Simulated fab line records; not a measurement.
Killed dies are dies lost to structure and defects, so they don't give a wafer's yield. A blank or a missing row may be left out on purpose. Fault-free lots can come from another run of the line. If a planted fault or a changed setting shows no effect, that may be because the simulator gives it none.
fab line records	flow n5_finfet
[record] lots = 9	wafers = 24	last_day = 19
route steps=1938 shown BEOL_M10@1491 PASSIVATION@1936
lots that met no fault: taken from a fault-free run of the same line
start_h: hours from the record's first day to the start of the lot's first wafer shown	wait_h: hours elapsed since this lot's preceding step	" repeats the value in the row above	L1.1+2: a row that stands for several wafers	- either no value or no given start	* or withheld: withheld	< > ~ a bound
route shown NAME@n: a module of which the file shows steps, and the number in the route of the first	usual: mean/standard deviation of fault-free wafers	same: alike in all rows	chamber/n: place in a boat	sites: readings site by site	_std_site: standard deviation of those values	_edge_site: mean of outer sites minus mean of inner sites	radius_mm: for every site, how far away it sits from the centre of the wafer	mask NAME#n: copy n	behind: the tool/chamber that last shaped the wafer	hold: why the lot was held/for how many hours/how that ended	device: whichever transistor did not switch (one of n, p or np)	end of line: the tests these same wafers got at the end of their route	a step given without rows: its recipe and nothing more	killed: count of dies lost to structure and defects at first sort (not the wafer's yield)	map: a wafer's dies, marking killed ones x, the rest . and places with no die _
set.NAME: setting as actually run; set.NAME@STEP: the setting as run at that earlier step	model.NAME: the simulator's own value behind a step, which no gauge read
the route's steps for a sample of lots (tables are steps, rows are wafers)
services: from which hour (start_h, from the record's first day; less than 0 if before it) a tool's chamber was out of use, for how many hours, and why
[[steps]]
[step N5_BEOL_M10_HM_OPEN_17]
[recipe] chemistry = Cl2/BCl3	target_depth_a = 200	overetch_a = 60	target = TiN	mask_material = SOC	ion_energy_ev = 150	pressure_mtorr = 10	icp_w = 1000	bias_w = 126	Cl2_flow_sccm = 53.25	bcl3_flow_sccm = 21.75	Ar_flow_sccm = 25
[usual] bcl3_flow_sccm = 21.75/0.063	drypump_motor_current_A = 5.7/0.4	mfc_ar_sccm = 24.98/0.07	oes_product_au = 0.68/0.073	throttle_valve_pct = 22.16/0.28
lot.wafer	tool	chamber	start_h	wait_h	bcl3_flow_sccm	drypump_motor_current_A	mfc_ar_sccm	oes_product_au	rf_hours_counter_h	throttle_valve_pct
L666.1	rie_metal-02	1	260.15	0.0	21.73	5.6	25.01	0.71	29	22.56
L666.3	"	0	"	"	21.86	5.8	25.07	0.55	-	22.34
L666.4	"	1	"	"	21.78	5.6	24.97	0.71	-	22.59
L667.3	rie_metal-03	0	265.38	0.1	21.69	5.3	24.91	0.69	-	21.88
L667.4	"	1	"	"	21.77	6.2	25.00	0.68	-	22.05
L667.5	"	1	"	"	21.74	6.2	24.96	0.70	-	22.04
L669.2	rie_metal-02	1	291.03	0.0	21.75	5.6	24.99	0.69	33	22.60
L669.3	"	1	"	"	21.77	5.6	24.98	0.69	-	22.61
L669.6	"	0	"	"	21.85	5.8	24.94	0.54	-	22.34
L674.1	rie_metal-01	0	315.41	0.0	21.78	5.2	24.97	0.77	4	21.76
L674.2	"	1	"	"	21.66	6.2	24.92	0.78	4	22.46
L674.4	"	0	"	"	21.77	5.2	24.96	0.78	-	21.78
L672.1	rie_metal-02	1	318.93	0.0	21.85	5.6	24.91	0.70	36	22.60
L672.4	"	1	"	"	21.83	5.6	24.94	0.69	-	22.57
L672.6	"	1	"	"	21.77	5.6	24.87	0.69	-	22.61
L675.1	rie_metal-01	1	319.15	0.0	21.74	6.2	25.05	0.78	4	22.47
L675.3	"	0	"	"	21.68	5.2	25.10	0.77	-	21.77
L675.5	"	1	"	"	21.75	6.2	25.05	0.77	-	22.47
L680.5	rie_metal-03	1	353.38	0.1	21.72	6.2	25.02	0.67	-	22.06
L680.6	"	0	"	"	21.66	5.3	25.08	0.67	-	21.91
L682.1	rie_metal-03	0	368.05	0.0	21.77	5.3	25.03	0.66	43	21.90
L682.4	"	1	"	"	21.85	6.2	24.93	0.66	-	22.06
L684.4	rie_metal-01	1	395.58	0.1	21.81	6.2	25.10	0.75	-	22.46
L684.5	"	0	"	"	21.69	5.2	24.98	0.74	-	21.75
[step N5_BEOL_M10_ETCH_65]
[recipe] chemistry = CF4	target = SiARC	target_depth_a = 390	mask_material = CAR-ArF	time_s = 65	ion_energy_ev = 80	pressure_mtorr = 40	source_w = 545	bias_w = 36	Ar_flow_sccm = 100	cf4_flow_sccm = 100	ends = cleared
[usual] drypump_motor_current_A = 5.6/0.51	etch_rf_on_time_s = 65.6/2.1	mfc_ar_sccm = 99.96/0.3	oes_product_au = 0.67/0.079	rf_fwd_power_W = 540.0/2.2	rf_vpp_V = 184.1/1.1	showerhead_plenum_p_Torr = 2.14/0.045	throttle_valve_pct = 15.62/0.27
lot.wafer	tool	chamber	start_h	wait_h	drypump_motor_current_A	etch_rf_on_time_s	mfc_ar_sccm	oes_product_au	rf_fwd_power_W	rf_hours_counter_h	rf_vpp_V	showerhead_plenum_p_Torr	throttle_valve_pct
L666.1	rie_diel-02	3	263.77	0.0	5.3	63.5	99.78	0.77	537.4	24	182.6	2.19	15.72
L666.3	"	0	"	"	6.2	67.4	99.97	0.57	537.5	250	185.0	2.18	16.06
L666.4	"	1	"	"	5.8	65.6	99.30	0.63	542.0	165	185.1	2.13	15.84
L667.3	rie_diel-05	1	265.94	0.0	4.9	70.0	100.39	0.56	539.9	219	183.6	2.13	15.58
L667.4	"	0	"	"	6.3	65.0	100.07	0.64	539.5	155	182.5	2.06	15.62
L667.5	"	2	"	"	5.9	66.8	100.22	0.70	543.3	-	181.7	2.09	15.45
L669.2	rie_diel-02	1	292.14	0.0	5.7	64.8	99.88	0.63	539.3	178	185.1	2.12	15.87
L669.3	"	2	"	"	5.1	64.0	99.78	0.59	537.7	-	186.3	2.19	15.80
L669.6	"	1	"	"	5.7	65.2	99.25	0.62	545.8	-	182.8	2.13	15.86
L674.1	rie_diel-02	2	317.18	0.0	5.1	63.5	100.01	0.58	538.1	248	185.0	2.19	15.81
L674.2	"	1	"	"	5.8	66.3	100.17	0.60	539.0	188	183.9	2.12	15.89
L674.4	"	3	"	"	5.3	63.0	100.13	0.75	537.9	38	184.5	2.19	15.76
L675.1	rie_diel-06	3	319.94	0.0	4.8	67.2	99.76	0.69	542.7	84	183.0	2.08	15.17
L675.3	"	0	"	"	5.3	66.0	99.52	0.60	539.7	224	184.6	2.20	15.92
L675.5	"	0	"	"	5.3	66.3	99.74	0.60	539.8	-	185.4	2.20	15.93
L672.1	rie_diel-02	0	320.20	0.0	6.1	67.2	99.95	0.79	539.0	9	184.4	2.18	15.61
L672.4	"	1	"	"	5.8	65.7	100.46	0.61	542.9	189	185.0	2.12	15.90
L672.6	"	2	"	"	5.1	62.9	99.52	0.59	539.4	-	184.7	2.19	15.82
L680.5	rie_diel-02	1	354.04	0.0	5.7	66.2	100.01	0.61	542.1	-	184.2	2.12	15.92
L680.6	"	3	"	"	5.3	63.1	100.58	0.72	534.3	-	183.4	2.18	15.79
L682.1	rie_diel-05	2	368.96	0.0	5.9	66.0	99.73	0.66	544.1	127	183.2	2.07	15.55
L682.4	"	2	"	"	5.9	66.2	99.91	0.66	544.6	-	184.4	2.07	15.55
L684.4	rie_diel-06	3	398.63	0.0	4.8	66.7	99.78	0.67	537.8	-	182.6	2.07	15.23
L684.5	"	1	"	"	6.4	63.1	99.68	0.66	541.0	-	183.7	2.12	15.19
[step N5_BEOL_M10_TRENCH_ETCH_37]
[recipe] chemistry = C4F6/O2	target_depth_a = 1488.3	target = SiCOH_lowk	time_s = 48	ion_energy_ev = 250	pressure_mtorr = 30	source_w = 345	bias_w = 185	Ar_flow_sccm = 300	C4F6_flow_sccm = 10	O2_flow_sccm = 10
[usual] drypump_motor_current_A = 5.6/0.51	mfc_ar_sccm = 299.9/0.9	oes_f_703_au = 0.78/0.098	oes_o_777_au = 0.79/0.1	oes_product_au = 0.78/0.092	rf_fwd_power_W = 342.0/1.4	rf_vpp_V = 657/16	showerhead_plenum_p_Torr = 2.85/0.06	throttle_valve_pct = 20.98/0.29
lot.wafer	tool	chamber	start_h	wait_h	drypump_motor_current_A	mfc_ar_sccm	oes_f_703_au	oes_o_777_au	oes_product_au	rf_fwd_power_W	rf_hours_counter_h	rf_vpp_V	showerhead_plenum_p_Torr	throttle_valve_pct
L666.1	rie_diel-02	3	264.05	-	5.3	300.8	0.94	0.95	0.89	339.2	24	634	2.89	21.04
L666.3	"	0	"	"	6.2	298.2	0.67	0.68	0.68	345.9	250	683	2.92	21.38
L666.4	"	1	"	"	5.8	300.5	0.75	0.75	0.74	341.8	165	665	2.85	21.27
L667.3	rie_diel-05	1	266.22	-	4.9	300.5	0.62	0.61	0.67	343.0	219	653	2.86	20.94
L667.4	"	0	"	"	6.3	300.6	0.76	0.74	0.75	340.3	155	639	2.75	20.96
L667.5	"	2	"	"	5.9	299.4	0.81	0.82	0.80	344.4	-	631	2.78	20.80
L669.2	rie_diel-02	1	292.56	-	5.7	300.8	0.73	0.74	0.74	342.8	178	665	2.85	21.30
L669.3	"	2	"	"	5.1	298.3	0.71	0.71	0.69	342.6	-	656	2.92	21.15
L669.6	"	1	"	"	5.8	300.7	0.74	0.74	0.74	343.6	-	662	2.85	21.30
L674.1	rie_diel-02	2	317.45	-	5.1	299.5	0.71	0.71	0.67	342.1	249	657	2.92	21.16
L674.2	"	1	"	"	5.8	299.8	0.73	0.74	0.72	341.2	188	664	2.84	21.31
L674.4	"	3	"	"	5.3	299.4	0.92	0.93	0.88	341.7	38	632	2.88	21.05
L675.1	rie_diel-06	3	320.22	-	4.8	300.6	0.79	0.79	0.82	343.3	84	675	2.76	20.44
L675.3	"	0	"	"	5.3	300.4	1.21	1.09	0.79	550.7	224	507	2.94	21.29
L675.5	"	0	"	"	5.3	299.8	1.21	1.09	0.80	549.9	-	510	2.94	21.31
L672.1	rie_diel-02	0	320.47	-	6.1	299.2	0.91	0.93	0.91	343.1	9	683	2.91	21.12
L672.4	"	1	"	"	5.7	300.9	0.73	0.74	0.72	343.6	189	665	2.84	21.31
L672.6	"	2	"	"	5.1	300.0	0.71	0.71	0.67	341.6	-	657	2.92	21.17
L680.5	rie_diel-02	1	354.31	-	5.7	300.3	0.72	0.73	0.71	342.4	-	664	2.84	21.34
L680.6	"	3	"	"	5.3	299.5	0.89	0.89	0.84	340.9	-	632	2.87	21.08
L682.1	rie_diel-05	2	369.24	-	5.9	301.9	0.77	0.77	0.77	342.7	127	629	2.76	20.86
L682.4	"	2	"	"	5.9	301.8	0.76	0.76	0.77	344.8	-	629	2.76	20.88
L684.4	rie_diel-06	3	398.90	-	4.8	300.0	0.77	0.77	0.79	341.9	-	675	2.75	20.48
L684.5	"	1	"	"	6.5	299.7	0.76	0.77	0.76	341.7	-	664	2.85	20.55
[step N5_BEOL_M10_OCD_MEAS_38]
[usual] trench_depth_nm = 147/3
lot.wafer	tool	chamber	start_h	wait_h	trench_depth_nm
L666.1	ocd-02	-	264.23	-	149
L666.3	"	-	"	"	145
L666.4	"	-	"	"	148
L667.3	ocd-01	-	266.40	-	142
L667.4	"	-	"	"	148
L667.5	"	-	"	"	143
L669.2	ocd-02	-	292.82	-	150
L669.3	"	-	"	"	149
L669.6	"	-	"	"	149
L674.1	ocd-02	-	317.63	-	149
L674.2	"	-	"	"	147
L674.4	"	-	"	"	150
L675.1	ocd-02	-	320.40	-	148
L675.3	"	-	"	"	174
L675.5	"	-	"	"	176
L672.1	ocd-02	-	320.65	-	146
L672.4	"	-	"	"	146
L672.6	"	-	"	"	148
L680.5	ocd-01	-	354.49	-	147
L680.6	"	-	"	"	151
L682.1	ocd-01	-	369.42	-	146
L682.4	"	-	"	"	146
L684.4	ocd-02	-	399.07	-	147
L684.5	"	-	"	"	152
[step N5_BEOL_M10_CD_MEAS_35]
[recipe] target_cd_nm = 70	polarity = opening
[usual] cd_nm = 70.0/0.92
lot.wafer	tool	chamber	start_h	wait_h	cd_nm
L666.1	cd_sem-02	-	264.38	0.0	70.9
L666.3	"	-	"	"	70.1
L666.4	"	-	"	"	71.1
L667.3	cd_sem-02	-	266.56	0.0	69.6
L667.4	"	-	"	"	70.5
L667.5	"	-	"	"	70.7
L669.2	cd_sem-02	-	292.97	0.0	69.0
L669.3	"	-	"	"	69.1
L669.6	"	-	"	"	68.7
L674.1	cd_sem-01	-	317.80	0.0	69.6
L674.2	"	-	"	"	70.4
L674.4	"	-	"	"	70.4
L675.1	cd_sem-02	-	320.57	0.0	69.1
L675.3	"	-	"	"	69.6
L675.5	"	-	"	"	70.5
L672.1	cd_sem-02	-	320.82	0.0	69.4
L672.4	"	-	"	"	67.8
L672.6	"	-	"	"	68.7
L680.5	cd_sem-01	-	354.64	0.0	69.5
L680.6	"	-	"	"	70.7
L682.1	cd_sem-01	-	369.57	0.0	70.7
L682.4	"	-	"	"	70.2
L684.4	cd_sem-03	-	399.22	0.0	69.6
L684.5	"	-	"	"	69.5
[step N5_BEOL_M10_THK_MEAS_53]
[recipe] thk_meas_gauge = xrf	reads = Cu_of_BEOL_M10_ECD_50
[usual] M10_THK = 140/3.4
lot.wafer	tool	chamber	start_h	wait_h	M10_THK[nm]
L666.1	film_metro-02	-	266.53	-	145
L666.3	"	-	"	"	138
L666.4	"	-	"	"	140
L667.3	film_metro-01	-	268.55	-	134
L667.4	"	-	"	"	141
L667.5	"	-	"	"	137
L669.2	film_metro-02	-	296.76	-	143
L669.3	"	-	"	"	144
L669.6	"	-	"	"	142
L674.1	film_metro-01	-	320.53	-	141
L674.2	"	-	"	"	139
L674.4	"	-	"	"	140
L675.1	film_metro-01	-	323.94	0.2	141
L675.3	"	-	"	"	166
L675.5	"	-	"	"	170
L672.1	film_metro-02	-	324.19	-	138
L672.4	"	-	"	"	138
L672.6	"	-	"	"	141
L680.5	film_metro-01	-	359.90	-	136
L680.6	"	-	"	"	142
L682.1	film_metro-01	-	372.12	-	138
L682.4	"	-	"	"	140
L684.4	film_metro-01	-	401.33	-	138
L684.5	"	-	"	"	144
[step N5_BEOL_M10_RS_MEAS_57]
[recipe] thk_meas_gauge = four-point-probe	reads = Cu_of_BEOL_M10_ECD_50+Co_of_BEOL_M10_CVD_75+TaN_of_BEOL_M10_ALD_74
[usual] M10_RS = 0.152/0.0041
lot.wafer	tool	chamber	start_h	wait_h	M10_RS[ohm/sq]
L666.1	film_metro-02	-	266.67	0.1	0.147
L666.3	"	-	"	"	0.155
L666.4	"	-	"	"	0.153
L667.3	film_metro-02	-	268.69	0.1	0.160
L667.4	"	-	"	"	0.152
L667.5	"	-	"	"	0.157
L669.2	film_metro-01	-	296.89	0.1	0.148
L669.3	"	-	"	"	0.148
L669.6	"	-	"	"	0.150
L674.1	film_metro-01	-	320.67	0.1	0.150
L674.2	"	-	"	"	0.151
L674.4	"	-	"	"	0.150
L675.1	film_metro-02	-	324.07	0.1	0.152
L675.3	"	-	"	"	0.128
L675.5	"	-	"	"	0.125
L672.1	film_metro-02	-	324.33	0.1	0.155
L672.4	"	-	"	"	0.155
L672.6	"	-	"	"	0.151
L680.5	film_metro-02	-	360.04	0.0	0.156
L680.6	"	-	"	"	0.148
L682.1	film_metro-01	-	372.26	0.1	0.155
L682.4	"	-	"	"	0.151
L684.4	film_metro-02	-	401.47	0.0	0.154
L684.5	"	-	"	"	0.147
[step N5_PASSIVATION_PROBE_49]
[usual] defect_limited_yield = 91.3/1.4	killed_at_M0_to_M3 = 36/10	killed_at_M4_up = 13/5.4	killed_at_contacts = 12/5.3	killed_at_front_end = 39/10	killed_at_other = 3.2/2.7	killed_dies = 103/16	killed_open = 68/13	killed_short = 33/6.6	sort_bin_4_leakage = 0.01/0.031	sort_bin_5_function = 5.1/0.92	sort_bin_6_memory = 3.3/0.68	sort_bin_8_speed = 0.1/0.41	sort_n_pass = 1077/17	sort_yield_pct = 91.2/1.4
[same] gross_dies = 1180	killed_at_back_side = 0
lot.wafer	tool	chamber	start_h	wait_h	defect_limited_yield[%]	killed_at_M0_to_M3	killed_at_M4_up	killed_at_contacts	killed_at_front_end	killed_at_other	killed_dies	killed_open	killed_short	sort_bin_4_leakage[%]	sort_bin_5_function[%]	sort_bin_6_memory[%]	sort_bin_8_speed[%]	sort_n_pass	sort_yield_pct[%]
L675.1	prober-02	-	374.82	0.0	90.4	37	14	10	52	0	113	62	36	0	5.2	2.9	0	1067	90.4
// killed by level:class
L675.1 BEOL_M0_SAQP:geometric_particle:short=15 HKMG_FIN:area_etch=13 FIN_SAQP:geometric_particle:open=12 BEOL_M0_SAQP:geometric_particle:open=9 MOL_CONTACT_COAG:geometric_particle:open=8 BEOL_M4:geometric_particle:open=8 FIN_SAQP:geometric_particle:short=5 BEOL_M1:geometric_particle:open=5
[[services]]
tool	chamber	start_h	hours	kind
rie_metal-02	1	241.66	7.5	repair
rie_metal-01	1	255.86	23.3	repair
rie_diel-02	0	271.52	9.9	repair
rie_diel-02	0	281.47	-	clean
rie_diel-02	0	281.47	-	consumable_replace:focus_ring
rie_diel-02	0	281.47	15.5	scheduled_down
rie_diel-02	0	281.47	15.5	vent_cycle
rie_diel-02	3	287.60	16.7	repair
rie_metal-02	0	314.15	-	clean
rie_metal-02	0	314.15	19.6	scheduled_down
rie_metal-02	0	314.15	19.6	vent_cycle
rie_diel-02	2	321.25	-	clean
rie_diel-02	2	321.25	-	consumable_replace:focus_ring
rie_diel-02	2	321.25	26.4	scheduled_down
rie_diel-02	2	321.25	26.4	vent_cycle
rie_metal-02	-	331.82	0.9	repair
rie_diel-02	1	334.26	5.1	repair
rie_metal-01	-	373.97	2.8	pm
rie_diel-05	2	374.65	24.2	repair
rie_metal-03	0	387.08	9.1	repair
rie_diel-06	0	396.96	-	clean
rie_diel-06	0	396.96	-	consumable_replace:focus_ring
rie_diel-06	0	396.96	16.0	scheduled_down
rie_diel-06	0	396.96	16.0	vent_cycle
[[key]]
[first_sign] step = N5_BEOL_M10_TRENCH_ETCH_37	reading = rf_fwd_power_W	direction = up	sigmas = 99+	usual = *	struck = *
[effect] step = N5_BEOL_M10_TRENCH_ETCH_37	reading = rf_vpp_V	direction = down	sigmas = 9	usual = 657	struck = 508
[effect] step = N5_BEOL_M10_OCD_MEAS_38	reading = trench_depth_nm	direction = up	sigmas = 9	usual = 147	struck = 175
[effect] step = N5_BEOL_M10_THK_MEAS_53	reading = M10_THK	direction = up	sigmas = 8.3	usual = 140	struck = 168
[effect] step = N5_BEOL_M10_RS_MEAS_57	reading = M10_RS	direction = down	sigmas = 6.3	usual = 0.152	struck = 0.126
met_at N5_BEOL_M10_TRENCH_ETCH_37
struck_lots L675
struck_wafers L675.3,L675.5
[baseline_loss] step = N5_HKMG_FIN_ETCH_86	wafers = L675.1
not_acting_at N5_BEOL_M10_HM_OPEN_17,N5_BEOL_M10_ETCH_65,N5_BEOL_M10_CD_MEAS_35
[fault] kind = process_parameter_drift	tool = rie_diel-06	chamber = 0	onset_h = 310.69	steps = N5_BEOL_M10_TRENCH_ETCH_37	channel = source_w	offset = 207	shape = step	end_h = 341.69	acts_in = these_recipes_only	stated = 345
// baseline_loss: these wafers lose ten dies or more at that step, a loss of the line's own and not of a fault; the sort's usual values leave them out
